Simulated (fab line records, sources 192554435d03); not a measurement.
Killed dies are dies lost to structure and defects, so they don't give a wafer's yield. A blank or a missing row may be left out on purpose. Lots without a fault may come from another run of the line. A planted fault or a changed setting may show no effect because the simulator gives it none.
Which tool did it? | flow n5_finfet | 9 lots, 27 wafers sampled, at 6 steps of a route of 1938

WHAT THE GAUGES READ, wafer by wafer
N5_SD_EPI_P_CD_MEAS_09: target cd 240 nm.
lot  | measured    | on        | cd_nm (nm)
L313 | day 4 05:29 | cd_sem-01 | 239.7 240.2 239.9
L314 | day 4 12:09 | cd_sem-01 | 241.6 241.4 241.4
L316 | day 5 01:11 | cd_sem-02 | 241.5 241.4 241.7
L318 | day 5 17:40 | cd_sem-02 | 241.2 241.4 241.3
L320 | day 6 05:23 | cd_sem-03 | 238.8 238.7 238.3
L322 | day 6 13:57 | cd_sem-02 | 239.0 238.5 239.4
L324 | day 7 00:14 | cd_sem-01 | 239.1 237.6 237.3
L330 | day 8 14:50 | cd_sem-01 | 240.2 239.7 240.2
L332 | day 9 05:51 | cd_sem-03 | 241.9 241.3 241.0

N5_SD_ACTIVATION_RS_MEAS_03: measures by four-point-probe.
lot  | measured    | on            | RS_SD_N (ohm/sq) | RS_SD_P (ohm/sq)
L313 | day 4 10:34 | film_metro-01 | 22.3 21.7 21.7   | 56.0 55.9 55.7
L314 | day 4 17:31 | film_metro-02 | 22.6 22.6 23.0   | 56.7 57.1 57.3
L316 | day 5 05:26 | film_metro-01 | 21.5 21.8 21.7   | 56.6 56.4 56.4
L318 | day 6 00:15 | film_metro-01 | 22.2 22.5 22.3   | 57.2 56.8 57.6
L320 | day 6 11:04 | film_metro-02 | 20.9 21.3 21.1   | 56.6 56.8 55.9
L322 | day 6 20:17 | film_metro-01 | 21.0 21.4 21.3   | 56.0 55.0 55.3
L324 | day 7 06:44 | film_metro-01 | 22.0 21.9 22.0   | 55.9 56.6 56.8
L330 | day 8 20:20 | film_metro-02 | 22.0 22.0 21.9   | 56.6 55.8 55.5
L332 | day 9 10:19 | film_metro-01 | 22.1 21.7 22.2   | 56.5 56.3 56.0

N5_BEOL_M4_RC_MEAS_101.
lot  | measured     | on        | DIBL_N (mV/V)  | DIBL_P (mV/V)  | IOFF_N (nA/um)    | IOFF_P (nA/um)    | ION_N (uA/um) | ION_P (uA/um) | RS_SD_N (ohm/sq) | SS_N (mV/dec)  | SS_P (mV/dec)  | VT_N (mV)         | VT_P (mV)
L313 | day 8 20:59  | prober-01 | 36.0 36.0 36.9 | 36.0 35.6 37.8 | 0.149 0.144 0.173 | 0.187 0.178 0.210 | 658 661 673   | 446 452 458   | 28.9 28.4 28.2   | 71.7 71.4 72.4 | 73.1 73.0 73.6 | 253.4 253.4 250.8 | -250.9 -251.6 -251.3
L314 | day 9 13:40  | prober-01 | 37.4 37.9 36.1 | 37.3 38.3 36.5 | 0.179 0.193 0.152 | 0.263 0.274 0.238 | 691 672 689   | 480 466 474   | 29.4 28.9 29.6   | 71.8 72.1 71.8 | 73.7 74.0 73.6 | 247.9 243.3 246.9 | -244.0 -242.7 -246.4
L316 | day 10 09:23 | prober-02 | 34.4 36.3 35.7 | 35.5 37.5 36.6 | 0.140 0.174 0.159 | 0.198 0.229 0.215 | 668 675 668   | 457 464 458   | 28.1 28.5 28.1   | 71.3 71.7 71.5 | 72.5 73.4 73.4 | 252.3 248.8 250.5 | -248.4 -248.3 -249.8
L318 | day 10 16:14 | prober-01 | 36.3 36.8 36.5 | 37.8 38.2 37.6 | 0.171 0.169 0.159 | 0.235 0.243 0.227 | 689 678 676   | 472 466 464   | 28.8 29.0 28.9   | 71.7 71.7 71.7 | 73.8 72.6 73.7 | 245.1 248.6 250.6 | -249.2 -249.1 -249.4
L320 | day 10 17:22 | prober-02 | 38.6 36.9 36.0 | 39.1 37.5 35.4 | 0.218 0.173 0.152 | 0.266 0.242 0.201 | 694 675 669   | 470 459 456   | 27.0 27.8 27.7   | 72.3 72.3 71.6 | 74.8 74.5 73.4 | 247.0 250.7 251.7 | -248.6 -247.8 -251.3
L322 | day 11 14:11 | prober-02 | 36.6 38.0 38.3 | 37.6 39.0 39.6 | 0.161 0.178 0.189 | 0.190 0.217 0.213 | 663 673 661   | 452 462 452   | 27.6 27.8 27.8   | 71.1 71.5 72.3 | 73.3 73.3 73.2 | 250.7 249.6 244.9 | -252.2 -253.4 -249.8
L324 | day 11 19:55 | prober-02 | 36.7 35.7 34.9 | 37.1 36.7 35.7 | 0.162 0.147 0.131 | 0.224 0.218 0.195 | 672 673 666   | 470 466 462   | 29.0 28.8 28.5   | 71.6 71.1 71.6 | 73.3 73.3 73.3 | 249.7 252.8 253.9 | -247.1 -246.9 -247.2
L330 | day 13 12:11 | prober-01 | 36.0 37.5 36.9 | 36.4 38.9 38.2 | 0.163 0.194 0.180 | 0.219 0.256 0.244 | 675 671 674   | 461 460 465   | 28.4 28.6 28.4   | 71.3 71.9 71.4 | 73.2 73.7 73.9 | 246.9 245.0 247.3 | -248.3 -248.7 -248.9
L332 | day 13 19:11 | prober-02 | 36.3 36.1 38.6 | 38.1 38.3 40.1 | 0.159 0.160 0.200 | 0.214 0.214 0.258 | 680 672 682   | 465 465 469   | 28.4 28.1 28.6   | 71.2 71.2 72.3 | 73.8 73.3 74.7 | 251.0 251.5 247.2 | -251.5 -250.7 -249.7

WHICH TOOL RAN EACH LOT (tool, then ch and the chambers of the sampled wafers, then the start)
lot  | N5_SD_EPI_P_ETCH_37               | N5_SD_ACTIVATION_LSA_01           | N5_ILD0_CMP_07
L313 | rie_diel-06 ch 0,1,3, day 4 05:40 | laser_anneal-01 ch 0, day 4 10:22 | cmp-01 ch 1,2,3, day 4 14:10
L314 | rie_diel-05 ch 0,2, day 4 12:35   | laser_anneal-02 ch 0, day 4 17:20 | cmp-01 ch 0,1,2, day 4 21:31
L316 | rie_diel-02 ch 0,1,3, day 5 01:22 | laser_anneal-02 ch 0, day 5 05:15 | cmp-04 ch 0,1,3, day 5 08:46
L318 | rie_diel-05 ch 2,3, day 5 18:11   | laser_anneal-02 ch 0, day 6 00:03 | cmp-03 ch 1,2,3, day 6 03:23
L320 | rie_diel-02 ch 1,2,3, day 6 05:34 | laser_anneal-02 ch 0, day 6 10:53 | cmp-01 ch 0,2,3, day 6 14:09
L322 | rie_diel-05 ch 1,2,3, day 6 14:08 | laser_anneal-02 ch 0, day 6 20:05 | cmp-01 ch 0,1,3, day 7 00:13
L324 | rie_diel-06 ch 0,1,3, day 7 00:37 | laser_anneal-01 ch 0, day 7 06:31 | cmp-01 ch 0,1,2, day 7 09:46
L330 | rie_diel-06 ch 0,1,2, day 8 15:23 | laser_anneal-01 ch 0, day 8 20:08 | cmp-01 ch 1,3, day 8 23:43
L332 | rie_diel-05 ch 0,1,2, day 9 06:02 | laser_anneal-01 ch 0, day 9 10:07 | cmp-03 ch 0,1,2, day 9 13:22
- N5_SD_EPI_P_ETCH_37: etches SOC in N2/H2, overetch 108 nm, time 486 s.
- N5_SD_ACTIVATION_LSA_01: time 0.0008 s.
- N5_ILD0_CMP_07: polishes SiO2 flowable, stops on poly-Si, t overpolish 1.18 s, target thk 138.88 nm.

WHAT THE TOOLS THEMSELVES READ (means of the sampled wafers that have a number; where no wafer has one, the mark that the record gives instead)
N5_SD_EPI_P_ETCH_37.
lot  | tool        | drypump_motor_current_A (A) | oes_product_au (a.u.) | rf_vpp_V (V) | showerhead_plenum_p_Torr (Torr) | throttle_valve_pct (%)
L313 | rie_diel-06 | 5.9                         | 0.76                  | 240.6        | 2.51                            | 23.7
L314 | rie_diel-05 | 5.5                         | 0.67                  | 240.1        | 2.53                            | 24.2
L316 | rie_diel-02 | 5.7                         | 0.65                  | 240.8        | 2.55                            | 24.1
L318 | rie_diel-05 | 5.5                         | 0.66                  | 240.0        | 2.49                            | 24.3
L320 | rie_diel-02 | 5.8                         | 0.68                  | 241.9        | 2.58                            | 23.8
L322 | rie_diel-05 | 5.7                         | 0.66                  | 240.9        | 2.53                            | 24.3
L324 | rie_diel-06 | 5.9                         | 0.74                  | 240.4        | 2.50                            | 23.8
L330 | rie_diel-06 | 5.9                         | 0.71                  | 241.0        | 2.51                            | 23.7
L332 | rie_diel-05 | 5.6                         | 0.72                  | 240.6        | 2.55                            | 24.1

N5_SD_ACTIVATION_LSA_01.
lot  | tool            | wafer_temp_C_max
L313 | laser_anneal-01 | 1086.3
L314 | laser_anneal-02 | 1087.8
L316 | laser_anneal-02 | 1085.6
L318 | laser_anneal-02 | 1086.1
L320 | laser_anneal-02 | 1093.5
L322 | laser_anneal-02 | 1093.2
L324 | laser_anneal-01 | 1085.6
L330 | laser_anneal-01 | 1086.6
L332 | laser_anneal-01 | 1086.2

N5_ILD0_CMP_07.
lot  | tool   | head_pressure_psi (psi) | motor_current_A (A)
L313 | cmp-01 | 4.159                   | 13.7
L314 | cmp-01 | 4.147                   | 13.8
L316 | cmp-04 | 4.153                   | 12.6
L318 | cmp-03 | 4.140                   | 12.2
L320 | cmp-01 | 4.152                   | 13.2
L322 | cmp-01 | 4.154                   | 13.0
L324 | cmp-01 | 4.142                   | 13.6
L330 | cmp-01 | 4.140                   | 13.4
L332 | cmp-03 | 4.147                   | 11.6

THE ANSWER, worked out from the rows above alone
Rule: what is usual is taken from the lots themselves. Put in order of their means at a reading, lots are off if they are a third of the lots or fewer, leave a main group of 4 or more, and stand apart from it by a gap of 3 or more times the standard deviation of the main group's means; of several such gaps the widest counts. A main group whose means are all the same, to the digits that the tables above print for the reading, isn't used. A lot without any number at a reading at which 4 lots or more have one is off too. The other lots that the step has rows for count as sound. The gauges are gone through in route order, then the tools' own readings, and for those a lot's mean is taken as printed above. The first step at which some lot is off is used, and at that step the reading that is off furthest; a lot without a number counts as furthest.
Off: L320, L322, at N5_SD_ACTIVATION_LSA_01 (wafer_temp_C_max). The main group: mean 1086.3, standard deviation 0.69.
A tool fits if, at that step or a process step before it, it ran every lot that is off, and no sound lot after the first of them. One fits: laser_anneal-02 at N5_SD_ACTIVATION_LSA_01. Its last sound lot is L318 (day 6 00:03), its first lot that is off L320 (day 6 10:53): a fault that began between those two fits.
The tool's own readings at N5_SD_ACTIVATION_LSA_01 bear it out: on the lots that are off they differ by more than 5 times the standard deviation of the sound lots' means. wafer_temp_C_max reads 1093.3 there against 1086.3 on the sound lots.

WHAT THE SIMULATOR HAD PUT IN
Process parameter drift: laser_anneal-02, from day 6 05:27 on, at N5_SD_ACTIVATION_LSA_01. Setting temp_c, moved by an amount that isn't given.
Lots struck among those shown: L320, L322. The rule above found the same.
